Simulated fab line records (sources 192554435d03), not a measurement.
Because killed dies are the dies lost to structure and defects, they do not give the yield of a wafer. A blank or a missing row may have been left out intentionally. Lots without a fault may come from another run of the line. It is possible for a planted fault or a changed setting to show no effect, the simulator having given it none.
Split-lot trial | flow n5-finfet | 21 wafers read from 7 lots, route of 1938 steps

ON THE SPLIT
At N5_BEOL_M5_COAT_65 (time 60 s, resist thk 60 nm), the setting spin-rpm was moved away from the recipe's 1500 rpm on 5 of the 21 wafers read, by +4.3% to +7.8%. The other wafers ran this setting at the recipe's value.

FROM THE SPLIT TO THE READING: what the file shows between them, 6 steps
- N5_BEOL_M5_COAT_74: time 60 s, resist thk 5 nm (also split here: spin-rpm)
- N5_BEOL_M5_COAT_22: resist thk 30 nm
- N5_BEOL_M5_EBR_24
- N5_BEOL_M5_DESCUM_33: chemistry O2, time 7 s
- N5_BEOL_M5_ETCH_75: etches underlayer in N2/H2, target depth 6.5 nm, time 5.2 s
- N5_BEOL_M5_ETCH_67: etches SiARC in CF4, target depth 15.6 nm, time 26 s

THE READING
etch.depth-nm (the simulator's own value, which no gauge read), in nm, at N5_BEOL_M5_ETCH_68 (etches SOC in N2/H2, target depth 80 nm, overetch 16 nm, time 120 s). The file does not state a usual value for it. The 16 wafers here that ran the recipe average 59.79 nm, standard deviation 0.073 nm.

wafer  | tool, chamber at the split | spin-rpm as run, rpm | against the recipe | etch.depth-nm, nm | against lot-mates on the recipe
L074.2 | litho-track-02, 0          | 1564                 | +4.3%              | 58.92             | -0.87
L074.4 | litho-track-02, 0          | 1564                 | +4.3%              | 58.89             | -0.90
L074.6 | litho-track-02, 0          | 1500                 | recipe             | 59.79             | -
L084.3 | litho-track-03, 0          | 1500                 | recipe             | 59.87             | -
L084.4 | litho-track-03, 0          | 1500                 | recipe             | 59.84             | -
L084.5 | litho-track-03, 0          | 1500                 | recipe             | 59.68             | -
L085.1 | litho-track-03, 0          | 1617                 | +7.8%              | 57.56             | -2.21
L085.3 | litho-track-03, 0          | 1500                 | recipe             | 59.77             | -
L085.4 | litho-track-03, 0          | 1617                 | +7.8%              | 57.39             | -2.38
L086.2 | litho-track-03, 0          | 1500                 | recipe             | 59.81             | -
L086.5 | litho-track-03, 0          | 1500                 | recipe             | 59.82             | -
L086.6 | litho-track-03, 0          | 1500                 | recipe             | 59.85             | -
L089.2 | litho-track-03, 0          | 1567                 | +4.5%              | 58.62             | -1.05
L089.5 | litho-track-03, 0          | 1500                 | recipe             | 59.69             | -
L089.6 | litho-track-03, 0          | 1500                 | recipe             | 59.66             | -
L090.1 | litho-track-03, 0          | 1500                 | recipe             | 59.77             | -
L090.2 | litho-track-03, 0          | 1500                 | recipe             | 59.77             | -
L090.6 | litho-track-03, 0          | 1500                 | recipe             | 59.84             | -
L093.1 | litho-track-04, 0          | 1500                 | recipe             | 59.85             | -
L093.2 | litho-track-04, 0          | 1500                 | recipe             | 59.93             | -
L093.5 | litho-track-04, 0          | 1500                 | recipe             | 59.72             | -

THE FIT
A straight line over all 21 wafers: etch.depth-nm changes by -0.278 nm for each +1% of spin-rpm; r = -0.99; the points scatter about the line by 0.13 nm.
The same after taking each lot's own level away (the mean of its wafers on the recipe; 21 wafers): -0.273 nm for each +1%; r = -0.99; scatter 0.12 nm.
Per that fit: largest spin-rpm move, reading shift of 2.1 nm.
Measured against the standard deviation above, the lots' own levels, which go from 59.675 to 59.833 nm, span 2.2 times it.
Hence the lot-to-lot level has little effect on the slope; both slopes agree.
Check: with one of the wafers moved furthest among these (+7.8%) left out of the fit, the line predicts -2.06 nm for it against its lot-mates. Against them it came out at -2.21 nm.

THESE WAFERS: OTHER SPLITS
Note: prior to the reading, these wafers also went through further splits. Each is held against what the fit with the lots' levels taken away leaves over:
other split on the same wafers | wafers away from the commonest value | r with etch.depth-nm (lot level and that fit taken away)
N5_BEOL_M4_DESCUM_16 time-s    | 3                                    | -0.32
N5_BEOL_M4_ETCH_64 bias-w      | 4                                    | +0.28
N5_BEOL_M5_COAT_74 spin-rpm    | 5                                    | +0.30

THE WHOLE CHAIN: every reading that the file lists as answering this split, in the file's order
step               | what it does                                                        | reading                                                                        | change (the file's fit)               | r (the file's)
N5_BEOL_M5_COAT_65 | time 60 s, resist thk 60 nm                                         | SOC_of_BEOL_M5_COAT_65.thk-nm (the simulator's own value, which no gauge read) | -0.265 nm for each +1% of the setting | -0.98
N5_BEOL_M5_ETCH_68 | etches SOC in N2/H2, target depth 80 nm, overetch 16 nm, time 120 s | etch.depth-nm (the simulator's own value, which no gauge read)                 | -0.266 nm for each +1% of the setting | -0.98

FILE'S OWN FIT
etch.depth-nm changes by -0.266 nm for each +1% of spin-rpm, r = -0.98.
